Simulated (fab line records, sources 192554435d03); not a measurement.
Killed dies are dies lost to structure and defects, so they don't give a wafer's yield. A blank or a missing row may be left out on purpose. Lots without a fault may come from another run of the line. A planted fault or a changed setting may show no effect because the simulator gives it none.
fab line records | flow n5_finfet
record lots=24 wafers=72 last_day=18
route steps=1938 shown BEOL_M1@830 BEOL_M2@842
lots that met no fault: from a run of the same line without faults
start_h: hours from the record's first day to the start of the lot's first wafer shown | wait_h: hours since the lot's step before | " the same as in the row above | L1.1+2: a row that stands for several wafers | - no value, or no start given | * or withheld: withheld | < > ~ a bound
route shown NAME@n: a module of which the file shows steps, and the number in the route of the first | usual: mean/standard deviation of fault-free wafers | same: alike in all rows | chamber/n: place in a boat | sites: the reading at each site | _std_site: their standard deviation | _edge_site: outer sites' mean less inner sites' | radius_mm: how far each site lies from the wafer's centre | mask NAME#n: copy n | behind: the tool/chamber that last shaped the wafer | hold: why the lot was held/for how many hours/how that ended | device: the transistor (n, p or np) that didn't switch | end of line: the same wafers' tests at the end of the route | a step without rows: its recipe alone | killed: dies lost to structure and defects at the first sort, not the wafer's yield | map: a wafer's dies, x killed, . not, _ none there
set.NAME: the setting as run; set.NAME@STEP: as run at that earlier step | model.NAME: the simulator's own value behind a step, which no gauge read
steps of the route over a sample of lots; a table a step, a row a wafer
services: from which hour (start_h, from the record's first day; less than 0 if before it) a tool's chamber was out of use, for how many hours, and why
## steps
# step N5_BEOL_M1_SPUTTER_96
# recipe material=Cu target_thk_a=45 temp_c=-20 chamber_pressure_pa=0.07 power_w=withheld time_s=8.29
# usual throttle_valve_pct=30.5/0.89
# columns lot.wafer tool chamber start_h wait_h throttle_valve_pct
L074.1 pvd_sputter-02 - 136.84 0.1 30.0
L074.3 " - " " 30.8
L074.5 " - " " 29.9
L075.3 pvd_sputter-03 - 140.02 0.1 28.8
L075.4 " - " " 29.7
L075.6 " - " " 32.2
L076.1 pvd_sputter-03 - 142.57 0.1 32.0
L076.3 " - " " 31.0
L076.6 " - " " 32.1
L077.1 pvd_sputter-02 - 152.83 0.1 30.4
L077.3 " - " " 29.8
L077.5 " - " " 30.5
L078.2 pvd_sputter-01 - 158.73 0.1 29.9
L078.4 " - " " 29.9
L078.5 " - " " 31.1
L079.3 pvd_sputter-02 - 158.77 0.1 30.4
L079.4 " - " " 30.6
L079.6 " - " " 30.5
L080.1 pvd_sputter-03 - 164.78 0.1 29.6
L080.2 " - " " 31.2
L080.6 " - " " 30.0
L081.2 pvd_sputter-03 - 181.95 0.1 32.2
L081.4 " - " " 29.0
L081.5 " - " " 28.8
L082.2 pvd_sputter-02 - 185.67 0.1 30.6
L082.4 " - " " 30.6
L082.6 " - " " 30.3
L084.1 pvd_sputter-03 - 190.13 0.1 29.5
L084.3 " - " " 32.2
L084.4 " - " " 28.9
L083.2 pvd_sputter-03 - 192.01 0.1 29.0
L083.4 " - " " 29.9
L083.5 " - " " 29.0
L085.3 pvd_sputter-02 - 208.03 0.1 30.4
L085.5 " - " " 30.4
L085.6 " - " " 30.4
L086.1 pvd_sputter-02 - 216.80 0.1 30.9
L086.2 " - " " 30.4
L086.5 " - " " 30.3
L087.2 pvd_sputter-01 - 220.79 0.1 30.3
L087.4 " - " " 31.8
L087.6 " - " " 30.4
L088.2 pvd_sputter-03 - 222.66 0.1 29.6
L088.3 " - " " 31.0
L088.5 " - " " 32.0
L089.2 pvd_sputter-02 - 227.47 0.1 30.5
L089.4 " - " " 30.5
L089.6 " - " " 30.6
L091.2 pvd_sputter-01 - 232.63 0.1 31.2
L091.4 " - " " 30.3
L091.6 " - " " 31.4
L090.1 pvd_sputter-03 - 232.93 0.1 29.0
L090.5 " - " " 28.9
L090.6 " - " " 29.9
L092.2 pvd_sputter-01 - 241.82 0.1 31.8
L092.5 " - " " 30.0
L092.6 " - " " 31.1
L093.3 pvd_sputter-01 - 249.40 0.1 32.0
L093.4 " - " " 30.0
L093.5 " - " " 30.3
L094.4 pvd_sputter-01 - 254.28 0.1 31.3
L094.5 " - " " 31.0
L094.6 " - " " 30.0
L095.1 pvd_sputter-01 - 257.13 0.1 31.5
L095.5 " - " " 31.4
L095.6 " - " " 30.2
L097.1 pvd_sputter-02 - 272.13 0.1 30.6
L097.4 " - " " 30.4
L097.5 " - " " 30.4
L096.1 pvd_sputter-03 - 281.75 0.1 31.4
L096.2 " - " " 29.9
L096.3 " - " " 32.0
# step N5_BEOL_M2_THK_MEAS_01
# recipe reads=SiOC_of_BEOL_M2_ILD_DEP_00
# usual M2_ILD_THK=78.6/1.2
# columns lot.wafer tool chamber start_h wait_h M2_ILD_THK[nm]
L074.1 film_metro-02 - 138.02 0.0 79.0
L074.3 " - " " 76.3
L074.5 " - " " 77.8
L075.3 film_metro-02 - 141.25 0.1 79.7
L075.4 " - " " 79.8
L075.6 " - " " 79.3
L076.1 film_metro-01 - 143.99 0.1 79.1
L076.3 " - " " 80.1
L076.6 " - " " 80.0
L077.1 film_metro-02 - 154.01 0.0 75.8
L077.3 " - " " 78.2
L077.5 " - " " 77.4
L078.2 film_metro-01 - 159.91 0.1 79.5
L078.4 " - " " 80.3
L078.5 " - " " 81.3
L079.3 film_metro-02 - 160.05 0.1 78.8
L079.4 " - " " 78.8
L079.6 " - " " 81.2
L080.1 film_metro-01 - 165.97 0.0 77.5
L080.2 " - " " 78.2
L080.6 " - " " 77.1
L081.2 film_metro-02 - 183.17 0.1 77.1
L081.4 " - " " 77.4
L081.5 " - " " 77.8
L082.2 film_metro-01 - 186.85 0.1 78.0
L082.4 " - " " 79.7
L082.6 " - " " 79.9
L084.1 film_metro-02 - 191.32 0.0 77.0
L084.3 " - " " 76.7
L084.4 " - " " 77.4
L083.2 film_metro-01 - 193.19 0.1 77.5
L083.4 " - " " 79.9
L083.5 " - " " 79.8
L085.3 film_metro-01 - 209.24 0.1 77.7
L085.5 " - " " 79.1
L085.6 " - " " 78.6
L086.1 film_metro-02 - 218.04 0.1 80.0
L086.2 " - " " 76.5
L086.5 " - " " 80.9
L087.2 film_metro-01 - 221.99 0.1 78.4
L087.4 " - " " 80.6
L087.6 " - " " 79.6
L088.2 film_metro-02 - 223.84 0.1 78.5
L088.3 " - " " 78.7
L088.5 " - " " 79.3
L089.2 film_metro-01 - 228.68 0.1 78.2
L089.4 " - " " 79.0
L089.6 " - " " 80.5
L091.2 film_metro-01 - 233.81 0.1 77.6
L091.4 " - " " 79.8
L091.6 " - " " 78.1
L090.1 film_metro-01 - 234.74 0.0 76.6
L090.5 " - " " 78.5
L090.6 " - " " 77.1
L092.2 film_metro-02 - 243.00 0.1 79.9
L092.5 " - " " 78.5
L092.6 " - " " 77.9
L093.3 film_metro-01 - 250.58 0.1 77.7
L093.4 " - " " 79.5
L093.5 " - " " 79.5
L094.4 film_metro-01 - 256.14 0.0 77.8
L094.5 " - " " 81.1
L094.6 " - " " 78.2
L095.1 film_metro-01 - 258.31 0.0 78.7
L095.5 " - " " 77.0
L095.6 " - " " 79.6
L097.1 film_metro-02 - 273.33 0.0 78.0
L097.4 " - " " 79.9
L097.5 " - " " 79.0
L096.1 film_metro-01 - 282.93 0.0 77.2
L096.2 " - " " 77.1
L096.3 " - " " 76.8
# step N5_BEOL_M2_HM_DEP_02
# recipe material=TiN target_thk_a=200 temp_c=25 chamber_pressure_pa=0.49996
# usual throttle_valve_pct=30.6/0.8
# columns lot.wafer tool chamber start_h wait_h throttle_valve_pct
L074.1 pvd_sputter-02 - 139.42 1.3 30.6
L074.3 " - " " 30.3
L074.5 " - " " 30.5
L075.3 pvd_sputter-02 - 141.52 0.2 29.9
L075.4 " - " " 30.3
L075.6 " - " " 30.5
L076.1 pvd_sputter-03 - 145.70 1.7 29.7
L076.3 " - " " 32.2
L076.6 " - " " 29.8
L077.1 pvd_sputter-02 - 155.55 1.5 30.6
L077.3 " - " " 29.6
L077.5 " - " " 30.8
L078.2 pvd_sputter-02 - 161.73 1.8 30.4
L078.4 " - " " 29.9
L078.5 " - " " 29.8
L079.3 pvd_sputter-02 - 161.83 1.7 30.8
L079.4 " - " " 30.5
L079.6 " - " " 30.6
L080.1 pvd_sputter-01 - 167.96 1.9 31.3
L080.2 " - " " 30.0
L080.6 " - " " 31.4
L081.2 pvd_sputter-01 - 183.86 0.6 29.8
L081.4 " - " " 31.7
L081.5 " - " " 31.8
L082.2 pvd_sputter-03 - 187.35 0.5 29.3
L082.4 " - " " 30.9
L082.6 " - " " 29.6
L084.1 pvd_sputter-02 - 193.38 2.0 30.5
L084.3 " - " " 29.8
L084.4 " - " " 30.3
L083.2 pvd_sputter-01 - 194.20 1.0 31.5
L083.4 " - " " 30.1
L083.5 " - " " 31.7
L085.3 pvd_sputter-02 - 209.35 0.0 29.8
L085.5 " - " " 30.5
L085.6 " - " " 30.0
L086.1 pvd_sputter-01 - 218.25 0.2 31.0
L086.2 " - " " 30.0
L086.5 " - " " 30.5
L087.2 pvd_sputter-01 - 222.08 0.0 30.2
L087.4 " - " " 31.8
L087.6 " - " " 30.0
L088.2 pvd_sputter-01 - 224.92 1.0 31.7
L088.3 " - " " 31.3
L088.5 " - " " 30.2
L089.2 pvd_sputter-01 - 229.57 0.8 30.3
L089.4 " - " " 30.4
L089.6 " - " " 30.5
L091.2 pvd_sputter-03 - 233.99 0.1 29.6
L091.4 " - " " 32.5
L091.6 " - " " 29.1
L090.1 pvd_sputter-01 - 238.18 3.4 30.5
L090.5 " - " " 29.9
L090.6 " - " " 31.7
L092.2 pvd_sputter-03 - 244.24 1.2 29.6
L092.5 " - " " 29.8
L092.6 " - " " 29.0
L093.3 pvd_sputter-02 - 251.37 0.7 29.8
L093.4 " - " " 30.4
L093.5 " - " " 30.6
L094.4 pvd_sputter-03 - 257.53 1.3 31.0
L094.5 " - " " 31.2
L094.6 " - " " 32.1
L095.1 pvd_sputter-01 - 259.47 1.1 30.0
L095.5 " - " " 30.2
L095.6 " - " " 31.2
L097.1 pvd_sputter-01 - 273.91 0.5 29.7
L097.4 " - " " 31.1
L097.5 " - " " 30.5
L096.1 pvd_sputter-02 - 283.47 0.5 30.4
L096.2 " - " " 30.3
L096.3 " - " " 29.9
# step N5_BEOL_M2_STRIP_19
# recipe chemistry=O2 power_w=400 temp_c=40 pressure_mtorr=30 rf_frequency_hz=6e+07 bias_power_w=0 overash_fraction=0.2 o2_flow_sccm=225
# usual drypump_motor_current_A=5.7/0.35 oes_product_au=0.81/0.091 rf_vpp_V=3.6/0.5 showerhead_plenum_p_Torr=2.11/0.08 throttle_valve_pct=16.68/0.2
# columns lot.wafer tool chamber start_h wait_h drypump_motor_current_A oes_product_au rf_hours_counter_h rf_vpp_V showerhead_plenum_p_Torr throttle_valve_pct
L074.1 rie_diel-01 0 140.45 0.1 6.2 0.81 103 3.7 2.09 16.63
L074.3 " 3 " " 5.2 0.66 247 3.5 1.97 16.86
L074.5 " 1 " " 5.9 0.82 - 3.5 2.23 16.62
L075.3 rie_diel-05 3 142.72 0.1 5.3 0.96 4 3.1 2.04 16.72
L075.4 " 1 " " 5.8 0.90 42 3.2 2.16 16.45
L075.6 " 3 " " 5.3 0.97 - 2.9 2.04 16.71
L076.1 rie_diel-03 1 146.97 0.1 5.4 0.72 200 3.6 1.98 16.85
L076.3 " 3 " " 5.6 0.85 50 3.0 2.13 16.47
L076.6 " 1 " " 5.4 0.72 - 5.2 1.98 16.85
L077.1 rie_diel-03 0 158.20 0.7 5.5 0.71 186 4.2 2.17 17.07
L077.3 " 3 " " 5.6 0.85 55 3.4 2.13 16.48
L077.5 " 3 " " 5.6 0.85 - 3.1 2.13 16.47
L078.2 rie_diel-01 1 163.00 0.2 5.9 0.79 102 4.0 2.23 16.67
L078.4 " 1 " " 5.9 0.80 - 3.8 2.23 16.66
L078.5 " 0 " " 6.2 0.79 - 4.6 2.09 16.66
L079.3 rie_diel-05 1 163.20 0.1 5.8 0.90 43 3.9 2.16 16.44
L079.4 " 2 " " 5.9 0.94 17 3.0 2.04 16.80
L079.6 " 3 " " 5.3 0.95 - 4.3 2.04 16.72
L080.1 rie_diel-03 1 169.26 0.2 5.4 0.70 212 3.5 1.98 16.86
L080.2 " 2 " " 5.7 0.75 164 2.8 2.01 16.65
L080.6 " 3 " " 5.6 0.84 - 3.7 2.12 16.50
L081.2 rie_diel-01 3 185.41 0.1 5.1 0.96 2 4.0 2.23 16.35
L081.4 " 1 " " 5.9 0.79 115 4.3 2.22 16.70
L081.5 " 3 " " 5.1 0.97 - 4.3 2.23 16.35
L082.2 rie_diel-03 2 189.72 0.1 5.7 0.75 171 2.8 2.00 16.66
L082.4 " 1 " " 5.4 0.71 219 4.0 1.98 16.90
L082.6 " 0 " " 5.5 0.70 - 3.1 2.16 17.11
L084.1 rie_diel-01 0 195.08 0.2 6.2 0.77 133 3.3 2.08 16.68
L084.3 " 3 " " 5.1 0.95 7 4.2 2.23 16.37
L084.4 " 2 " " 6.2 0.94 23 3.7 2.12 16.49
L083.2 rie_diel-01 3 196.14 0.1 5.1 0.94 7 3.6 2.23 16.37
L083.4 " 0 " " 6.2 0.76 134 3.3 2.08 16.72
L083.5 " 3 " " 5.1 0.94 - 3.1 2.23 16.37
L085.3 rie_diel-01 2 210.36 0.1 6.2 0.93 28 2.9 2.12 16.50
L085.5 " 3 " " 5.1 0.93 - 4.0 2.23 16.37
L085.6 " 0 " " 6.2 0.78 - 4.2 2.08 16.72
L086.1 rie_diel-01 1 219.26 0.1 5.9 0.77 125 3.9 2.22 16.71
L086.2 " 0 " " 6.2 0.77 143 4.4 2.08 16.70
L086.5 " 1 " " 5.9 0.78 - 4.1 2.22 16.70
L087.2 rie_diel-01 3 222.97 0.1 5.1 0.91 17 4.2 2.23 16.40
L087.4 " 1 " " 5.9 0.76 126 3.3 2.22 16.70
L087.6 " 2 " " 6.2 0.93 - 3.7 2.12 16.51
L088.2 rie_diel-03 3 225.80 0.1 5.6 0.82 82 3.7 2.12 16.53
L088.3 " 1 " " 5.4 0.70 232 3.2 1.97 16.90
L088.5 " 3 " " 5.6 0.81 - 4.3 2.12 16.53
L089.2 rie_diel-05 2 230.45 0.1 5.8 0.91 34 4.1 2.04 16.83
L089.4 " 0 " " 5.8 0.74 198 4.1 2.06 16.60
L089.6 " 0 " " 5.8 0.75 - 3.7 2.06 16.59
L091.2 rie_diel-05 1 235.01 0.1 5.8 0.86 62 4.6 2.15 16.48
L091.4 " 0 " " 5.8 0.74 200 3.6 2.05 16.61
L091.6 " 0 " " 5.8 0.74 - 3.9 2.05 16.57
L090.1 rie_diel-01 0 239.37 0.3 6.2 0.77 148 2.9 2.08 16.72
L090.5 " 2 " " 6.2 0.92 - 4.1 2.12 16.52
L090.6 " 1 " " 5.9 0.77 - 3.3 2.22 16.70
L092.2 rie_diel-03 1 245.13 0.1 5.4 0.70 238 2.9 1.97 16.93
L092.5 " 2 " " 5.7 0.73 - 4.3 2.00 16.69
L092.6 " 1 " " 5.4 0.69 - 4.1 1.97 16.92
L093.3 rie_diel-05 3 252.70 0.1 5.3 0.90 32 3.1 2.03 16.78
L093.4 " 1 " " 5.8 0.86 68 3.6 2.15 16.46
L093.5 " 0 " " 5.8 0.73 - 3.8 2.05 16.62
L094.4 rie_diel-01 0 258.58 0.1 6.2 0.75 154 3.3 2.08 16.74
L094.5 " 2 " " 6.2 0.91 - 2.9 2.11 16.54
L094.6 " 3 " " 5.1 0.89 - 3.4 2.22 16.42
L095.1 rie_diel-05 0 260.40 0.1 5.8 0.73 209 3.0 2.05 16.60
L095.5 " 3 " " 5.3 0.90 - 2.9 2.03 16.77
L095.6 " 0 " " 5.8 0.73 - 2.9 2.05 16.62
L097.1 rie_diel-03 2 274.93 0.1 5.8 0.72 201 3.7 1.99 16.69
L097.4 " 0 " " 5.5 0.67 228 2.7 2.15 17.15
L097.5 " 1 " " 5.4 0.69 - 3.2 1.97 16.95
L096.1 rie_diel-03 2 284.47 0.1 5.7 0.72 205 4.1 1.99 16.71
L096.2 " 3 " " 5.6 0.80 101 4.0 2.11 16.57
L096.3 " 0 " " 5.5 0.67 232 3.6 2.15 17.18
# step N5_BEOL_M2_VIA_ETCH_34
# recipe chemistry=C4F6/O2 target_depth_a=694 mask_material=SOC pressure_mtorr=15 ion_energy_ev=250 taper_deg=4 time_s=65.9 source_w=350 bias_w=170 Ar_flow_sccm=300 C4F6_flow_sccm=10 O2_flow_sccm=10
# usual drypump_motor_current_A=5.7/0.34 oes_product_au=0.82/0.091 rf_vpp_V=666/11 showerhead_plenum_p_Torr=2.87/0.092 throttle_valve_pct=30.87/0.27
# columns lot.wafer tool chamber start_h wait_h drypump_motor_current_A oes_product_au rf_hours_counter_h rf_vpp_V showerhead_plenum_p_Torr throttle_valve_pct
L074.1 rie_diel-03 0 158.51 0.0 5.5 0.72 186 681 2.92 30.95
L074.3 " 3 " " 5.6 0.86 56 652 2.91 30.98
L074.5 " 0 " " 5.5 0.71 - 680 2.92 30.97
L075.3 rie_diel-05 0 158.66 0.0 5.8 0.75 180 661 2.79 30.21
L075.4 " 1 " " 5.8 0.89 42 661 2.92 30.79
L075.6 " 0 " " 5.8 0.75 - 660 2.79 30.20
L076.1 rie_diel-01 2 158.70 0.0 6.2 1.01 3 676 2.95 31.20
L076.3 " 0 " " 6.2 0.80 114 662 2.88 30.99
L076.6 " 1 " " 5.9 0.80 - 680 2.98 30.50
L077.1 rie_diel-03 1 162.13 0.0 5.4 0.71 209 671 2.71 30.99
L077.3 " 2 " " 5.7 0.75 161 646 2.74 30.75
L077.5 " 0 " " 5.5 0.71 - 681 2.92 30.98
L078.2 rie_diel-01 2 164.88 0.0 6.2 0.99 8 677 2.95 31.19
L078.4 " 0 " " 6.2 0.80 - 662 2.88 30.99
L078.5 " 2 " " 6.2 0.99 - 675 2.95 31.19
L079.3 rie_diel-01 2 168.71 0.0 6.2 0.98 10 677 2.95 31.21
L079.4 " 2 " " 6.2 0.97 - 675 2.95 31.19
L079.6 " 0 " " 6.2 0.80 - 663 2.88 31.00
L080.1 rie_diel-03 3 171.89 0.0 5.6 0.85 62 654 2.91 30.97
L080.2 " 1 " " 5.4 0.71 213 672 2.71 31.00
L080.6 " 0 " " 5.5 0.71 - 681 2.92 30.98
L081.2 rie_diel-01 1 196.54 0.0 5.9 0.78 119 679 2.97 30.52
L081.4 " 2 " " 6.2 0.94 24 675 2.94 31.21
L081.5 " 1 " " 5.9 0.77 - 680 2.97 30.52
L082.2 rie_diel-01 2 196.90 0.0 6.2 0.96 24 677 2.94 31.21
L082.4 " 0 " " 6.2 0.78 134 661 2.87 31.03
L082.6 " 1 " " 5.9 0.77 - 679 2.97 30.51
L084.1 rie_diel-05 3 199.80 0.0 5.3 0.95 13 665 2.76 30.90
L084.3 " 2 " " 5.9 0.94 24 667 2.78 31.15
L084.4 " 0 " " 5.8 0.74 188 661 2.79 30.22
L083.2 rie_diel-05 0 202.68 0.0 5.8 0.74 189 662 2.79 30.22
L083.4 " 2 " " 5.8 0.94 25 665 2.78 31.16
L083.5 " 2 " " 5.9 0.93 - 666 2.78 31.15
L085.3 rie_diel-05 2 220.94 0.0 5.9 0.92 31 667 2.78 31.15
L085.5 " 3 " " 5.3 0.93 - 664 2.76 30.88
L085.6 " 2 " " 5.9 0.93 - 665 2.78 31.17
L086.1 rie_diel-01 0 224.49 0.0 6.2 0.79 144 662 2.87 31.03
L086.2 " 3 " " 5.1 0.92 17 657 3.00 30.41
L086.5 " 3 " " 5.1 0.92 - 655 3.00 30.41
L087.2 rie_diel-03 0 224.57 0.0 5.6 0.69 212 682 2.91 30.99
L087.4 " 3 " " 5.6 0.82 81 654 2.90 31.00
L087.6 " 0 " " 5.5 0.70 - 678 2.91 30.99
L088.2 rie_diel-01 0 227.65 0.0 6.2 0.79 145 661 2.87 31.03
L088.3 " 1 " " 5.9 0.77 128 680 2.96 30.52
L088.5 " 0 " " 6.2 0.79 - 660 2.87 31.04
L089.2 rie_diel-03 3 233.25 0.0 5.6 0.84 84 652 2.90 31.00
L089.4 " 1 " " 5.4 0.70 234 671 2.70 31.03
L089.6 " 3 " " 5.6 0.83 - 653 2.90 31.00
L091.2 rie_diel-01 3 238.64 0.0 5.1 0.90 21 656 3.00 30.43
L091.4 " 2 " " 6.2 0.93 38 674 2.93 31.22
L091.6 " 1 " " 5.9 0.77 - 679 2.96 30.51
L090.1 rie_diel-03 3 246.55 0.0 5.7 0.83 88 652 2.89 31.00
L090.5 " 1 " " 5.4 0.70 - 671 2.70 31.02
L090.6 " 0 " " 5.6 0.70 - 679 2.91 30.98
L092.2 rie_diel-03 0 247.03 0.0 5.6 0.69 219 682 2.91 31.00
L092.5 " 2 " " 5.7 0.73 - 644 2.72 30.77
L092.6 " 3 " " 5.7 0.82 - 653 2.89 31.02
L093.3 rie_diel-03 3 254.62 0.0 5.6 0.82 91 653 2.89 31.01
L093.4 " 2 " " 5.7 0.72 194 645 2.72 30.78
L093.5 " 1 " " 5.4 0.70 - 670 2.70 31.03
L094.4 rie_diel-01 0 268.65 0.0 6.2 0.75 158 662 2.86 31.03
L094.5 " 2 " " 6.2 0.90 - 677 2.93 31.23
L094.6 " 3 " " 5.2 0.88 - 657 3.00 30.41
L095.1 rie_diel-05 1 268.69 0.0 5.8 0.85 73 661 2.91 30.81
L095.5 " 2 " " 5.9 0.90 - 666 2.77 31.18
L095.6 " 3 " " 5.3 0.89 - 662 2.75 30.90
L097.1 rie_diel-01 0 279.06 0.0 6.2 0.76 161 661 2.86 31.04
L097.4 " 1 " " 5.9 0.75 143 678 2.96 30.55
L097.5 " 0 " " 6.2 0.76 - 662 2.86 31.04
L096.1 rie_diel-03 2 288.42 0.0 5.7 0.71 207 645 2.72 30.79
L096.2 " 3 " " 5.6 0.80 103 653 2.89 31.03
L096.3 " 0 " " 5.5 0.68 234 681 2.90 31.01
# step N5_BEOL_M2_STRIP_36
# recipe chemistry=N2/H2 power_w=450 temp_c=40 pressure_mtorr=20 rf_frequency_hz=6e+07 overash_fraction=0.3 bias_power_w=7 h2_frac=0.5 n2_flow_sccm=200 h2_flow_sccm=200
# usual drypump_motor_current_A=5.7/0.34 h2_flow_sccm=200.0/0.65 oes_product_au=0.81/0.091 power_w=450.1/1.4 rf_vpp_V=59.3/1.4 showerhead_plenum_p_Torr=2.55/0.087 throttle_valve_pct=23.6/0.31
# columns lot.wafer tool chamber start_h wait_h drypump_motor_current_A h2_flow_sccm oes_product_au power_w rf_hours_counter_h rf_vpp_V showerhead_plenum_p_Torr throttle_valve_pct
L074.1 rie_diel-03 0 158.57 0.0 5.5 200.2 0.70 450.7 186 56.5 2.62 23.9
L074.3 " 3 " " 5.6 199.3 0.86 450.3 56 56.8 2.58 23.5
L074.5 " 0 " " 5.5 199.5 0.71 449.9 - 58.8 2.62 23.9
L075.3 rie_diel-05 0 158.72 0.0 5.8 200.1 0.74 449.6 180 60.4 2.52 23.5
L075.4 " 1 " " 5.9 198.9 0.89 448.9 42 57.5 2.57 23.0
L075.6 " 0 " " 5.8 199.6 0.76 451.9 - 59.7 2.52 23.5
L076.1 rie_diel-01 2 158.76 0.0 6.2 198.6 1.02 449.4 3 58.2 2.59 23.5
L076.3 " 0 " " 6.2 200.4 0.79 451.0 114 59.1 2.54 23.5
L076.6 " 1 " " 5.9 200.5 0.80 449.8 - 61.2 2.66 23.3
L077.1 rie_diel-03 1 162.19 0.0 5.4 199.4 0.71 452.9 209 58.1 2.38 23.5
L077.3 " 2 " " 5.8 200.4 0.74 449.2 161 57.4 2.44 23.8
L077.5 " 0 " " 5.6 200.0 0.70 451.4 - 59.9 2.62 23.9
L078.2 rie_diel-01 2 164.94 0.0 6.2 201.1 0.99 451.9 8 59.8 2.58 23.5
L078.4 " 0 " " 6.2 199.3 0.77 452.5 - 60.2 2.53 23.5
L078.5 " 2 " " 6.2 199.9 0.99 451.8 - 58.0 2.58 23.5
L079.3 rie_diel-01 2 168.77 0.0 6.2 200.1 0.98 448.7 10 61.1 2.58 23.5
L079.4 " 2 " " 6.2 199.7 0.98 450.0 - 59.0 2.58 23.5
L079.6 " 0 " " 6.2 199.8 0.80 452.2 - 59.1 2.53 23.5
L080.1 rie_diel-03 3 171.95 0.0 5.6 199.8 0.84 448.8 62 58.2 2.57 23.5
L080.2 " 1 " " 5.4 199.2 0.72 449.7 213 56.4 2.37 23.5
L080.6 " 0 " " 5.5 199.9 0.71 450.4 - 61.0 2.61 23.9
L081.2 rie_diel-01 1 196.60 0.0 5.9 199.0 0.78 452.7 119 59.9 2.65 23.3
L081.4 " 2 " " 6.2 200.1 0.96 449.3 24 61.1 2.58 23.5
L081.5 " 1 " " 5.9 198.8 0.78 450.2 - 61.9 2.65 23.3
L082.2 rie_diel-01 2 196.96 0.0 6.2 200.2 0.95 452.1 24 62.5 2.58 23.5
L082.4 " 0 " " 6.2 199.3 0.76 447.3 134 59.9 2.53 23.5
L082.6 " 1 " " 5.9 199.0 0.77 452.8 - 60.0 2.65 23.3
L084.1 rie_diel-05 3 199.86 0.0 5.3 200.2 0.95 450.6 13 58.1 2.48 23.8
L084.3 " 2 " " 5.8 199.6 0.94 448.9 24 58.3 2.51 24.5
L084.4 " 0 " " 5.8 200.5 0.75 452.1 188 58.9 2.52 23.5
L083.2 rie_diel-05 0 202.74 0.0 5.8 201.0 0.75 448.8 189 61.6 2.52 23.5
L083.4 " 2 " " 5.9 200.0 0.93 450.4 25 59.1 2.51 24.4
L083.5 " 2 " " 5.8 200.8 0.92 451.2 - 59.0 2.51 24.4
L085.3 rie_diel-05 2 221.00 0.0 5.9 199.8 0.90 451.5 31 59.7 2.50 24.4
L085.5 " 3 " " 5.3 199.4 0.92 448.6 - 59.6 2.47 23.8
L085.6 " 2 " " 5.8 200.5 0.91 452.8 - 58.8 2.50 24.4
L086.1 rie_diel-01 0 224.55 0.0 6.2 199.4 0.76 450.4 144 57.8 2.52 23.5
L086.2 " 3 " " 5.1 200.4 0.91 451.6 17 60.3 2.70 23.3
L086.5 " 3 " " 5.1 199.5 0.90 452.4 - 60.7 2.70 23.3
L087.2 rie_diel-03 0 224.63 0.0 5.6 201.2 0.69 450.0 212 58.3 2.61 23.9
L087.4 " 3 " " 5.6 200.0 0.81 448.6 81 60.7 2.56 23.5
L087.6 " 0 " " 5.5 201.4 0.69 448.4 - 61.0 2.61 24.0
L088.2 rie_diel-01 0 227.71 0.0 6.2 199.1 0.76 448.7 145 58.6 2.52 23.6
L088.3 " 1 " " 6.0 200.9 0.76 447.4 128 58.3 2.65 23.3
L088.5 " 0 " " 6.2 199.5 0.75 450.9 - 61.9 2.52 23.6
L089.2 rie_diel-03 3 233.31 0.0 5.6 200.2 0.82 446.2 84 59.6 2.56 23.5
L089.4 " 1 " " 5.4 199.3 0.70 449.8 234 57.5 2.37 23.5
L089.6 " 3 " " 5.6 199.9 0.80 449.1 - 57.9 2.56 23.6
L091.2 rie_diel-01 3 238.70 0.0 5.1 198.7 0.89 448.3 21 58.2 2.70 23.4
L091.4 " 2 " " 6.2 199.7 0.92 449.1 38 59.5 2.57 23.5
L091.6 " 1 " " 5.9 200.9 0.77 449.3 - 60.5 2.64 23.3
L090.1 rie_diel-03 3 246.61 0.0 5.6 199.7 0.80 451.1 88 60.5 2.56 23.5
L090.5 " 1 " " 5.4 199.2 0.69 450.4 - 57.7 2.36 23.5
L090.6 " 0 " " 5.6 200.5 0.69 450.0 - 57.0 2.60 24.0
L092.2 rie_diel-03 0 247.09 0.0 5.5 199.5 0.69 450.7 219 57.8 2.60 24.0
L092.5 " 2 " " 5.7 201.0 0.72 451.6 - 60.9 2.42 23.8
L092.6 " 3 " " 5.6 200.9 0.81 450.2 - 57.8 2.56 23.6
L093.3 rie_diel-03 3 254.68 0.0 5.7 198.7 0.80 449.5 91 57.8 2.56 23.6
L093.4 " 2 " " 5.7 200.6 0.73 448.8 194 60.5 2.42 23.8
L093.5 " 1 " " 5.4 200.4 0.69 449.1 - 60.0 2.36 23.5
L094.4 rie_diel-01 0 268.71 0.0 6.2 200.1 0.75 450.2 158 58.3 2.52 23.6
L094.5 " 2 " " 6.2 199.2 0.90 451.3 - 57.8 2.57 23.6
L094.6 " 3 " " 5.1 199.2 0.87 450.1 - 59.2 2.69 23.4
L095.1 rie_diel-05 1 268.75 0.0 5.8 200.8 0.86 453.1 73 57.8 2.56 23.0
L095.5 " 2 " " 5.9 200.1 0.88 451.0 - 61.4 2.50 24.4
L095.6 " 3 " " 5.3 200.7 0.88 450.2 - 60.1 2.47 23.9
L097.1 rie_diel-01 0 279.12 0.0 6.2 199.6 0.74 451.6 161 60.0 2.52 23.6
L097.4 " 1 " " 5.9 199.7 0.74 449.3 143 59.2 2.64 23.3
L097.5 " 0 " " 6.2 198.8 0.74 450.9 - 56.5 2.52 23.6
L096.1 rie_diel-03 2 288.49 0.0 5.8 199.9 0.71 451.3 207 59.5 2.42 23.8
L096.2 " 3 " " 5.6 200.5 0.78 451.7 103 59.2 2.56 23.6
L096.3 " 0 " " 5.5 199.5 0.67 449.6 234 59.8 2.60 24.0
## services
# columns tool chamber start_h hours kind
pvd_sputter-02 - 116.54 1.6 repair
rie_diel-01 2 134.57 - clean
rie_diel-01 2 134.57 - consumable_replace:esc
rie_diel-01 2 134.57 - consumable_replace:focus_ring
pvd_sputter-01 - 137.28 15.4 repair
rie_diel-01 - 141.22 1.0 repair
rie_diel-05 - 143.37 14.6 pm
rie_diel-03 3 149.91 2.5 repair
rie_diel-01 3 153.44 - clean
rie_diel-01 3 153.44 - consumable_replace:focus_ring
rie_diel-01 3 153.44 - consumable_replace:showerhead
rie_diel-01 3 153.44 27.5 scheduled_down
rie_diel-01 3 153.44 27.5 vent_cycle
rie_diel-05 - 180.40 15.6 pm
rie_diel-03 - 253.52 0.4 repair
rie_diel-05 0 265.47 8.7 repair
rie_diel-03 1 276.68 - clean
rie_diel-03 1 276.68 - consumable_replace:focus_ring
rie_diel-03 1 276.68 - consumable_replace:showerhead
rie_diel-03 1 276.68 18.7 scheduled_down
rie_diel-03 1 276.68 18.7 vent_cycle
rie_diel-05 2 279.25 2.4 repair
rie_diel-05 0 287.52 1.8 repair
## key
fault none
